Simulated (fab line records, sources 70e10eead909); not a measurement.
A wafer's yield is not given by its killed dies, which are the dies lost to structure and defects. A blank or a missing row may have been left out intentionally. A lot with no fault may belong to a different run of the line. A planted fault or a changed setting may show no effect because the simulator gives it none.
Matching of chambers + flow nandHarc + NHARC_A_STAIRCASE_DEP_280 on pecvd-03 has 3 sister chambers
The step deposits SiON, target thk 30 nm. 30 wafers are shown with their chamber, then 12 later ones without.

== WAFERS, EACH WITH ITS CHAMBER ==
| wafer  | chamber | heaterPowerW (W) |
|--------|---------|------------------|
| L076.1 | 2       | 579              |
| L076.3 | 1       | 617              |
| L076.5 | 1       | 625              |
| L077.1 | 2       | 609              |
| L077.3 | 0       | 619              |
| L077.4 | 2       | 627              |
| L080.2 | 0       | 680              |
| L080.4 | 1       | 716              |
| L080.5 | 0       | 686              |
| L081.1 | 1       | 691              |
| L081.3 | 0       | 680              |
| L081.4 | 0       | 703              |
| L081.2 | 2       | 607              |
| L081.5 | 2       | 608              |
| L081.6 | 1       | 697              |
| L085.4 | 1       | 680              |
| L085.5 | 0       | 615              |
| L085.6 | 2       | 623              |
| L086.1 | 2       | 555              |
| L086.2 | 1       | 624              |
| L086.4 | 0       | 693              |
| L089.1 | 2       | 644              |
| L089.2 | 0       | 689              |
| L089.4 | 1       | 645              |
| L089.3 | 1       | 654              |
| L089.5 | 0       | 692              |
| L089.6 | 2       | 631              |
| L087.1 | 0       | 690              |
| L087.3 | 1       | 653              |
| L087.6 | 2       | 600              |

SIGNATURES (means of the wafers above)
| reading      | chamber 0 | chamber 1 | chamber 2 | scatter within a chamber |
|--------------|-----------|-----------|-----------|--------------------------|
| heaterPowerW | 674.70    | 660.20    | 608.30    | 30.7                     |
Rule: for each reading, subtract the chamber's mean from the wafer's reading, divide by that reading's scatter and square the result; add these up over the readings and take the root, which gives the wafer's distance from the chamber. If the next closest chamber is less than 2 further off than the closest, the wafer can't be placed; otherwise it belongs to the closest. The scatter: the root of (the sum of the squares of (reading less its chamber's mean) over the shown wafers, divided by (wafers less chambers)).

== WAFERS WITH NO CHAMBER GIVEN ==
| wafer  | heaterPowerW (W) |
|--------|------------------|
| L093.3 | 672              |
| L093.5 | 768              |
| L093.6 | 737              |
| L097.1 | 664              |
| L097.5 | 759              |
| L097.6 | 651              |
| L097.2 | 652              |
| L097.3 | 738              |
| L097.4 | 669              |
| L096.1 | 785              |
| L096.2 | 640              |
| L096.5 | 775              |

== CHAMBER TAKEN BY EACH ==
| wafer  | from the rows above          | in truth |
|--------|------------------------------|----------|
| L093.3 | can't be placed: 0 or 1 or 2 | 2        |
| L093.5 | can't be placed: 0 or 1      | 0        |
| L093.6 | can't be placed: 0 or 1      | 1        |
| L097.1 | can't be placed: 1 or 0 or 2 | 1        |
| L097.5 | can't be placed: 0 or 1      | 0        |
| L097.6 | can't be placed: 1 or 0 or 2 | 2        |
| L097.2 | can't be placed: 1 or 0 or 2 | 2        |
| L097.3 | can't be placed: 0 or 1      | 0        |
| L097.4 | can't be placed: 0 or 1 or 2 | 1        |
| L096.1 | can't be placed: 0 or 1      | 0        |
| L096.2 | can't be placed: 1 or 2 or 0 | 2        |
| L096.5 | can't be placed: 0 or 1      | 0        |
Placed correctly: 0 of 12. Cannot be placed on the basis of these rows: 12; the candidates contain the true chamber in 12. Placed wrongly: 0.
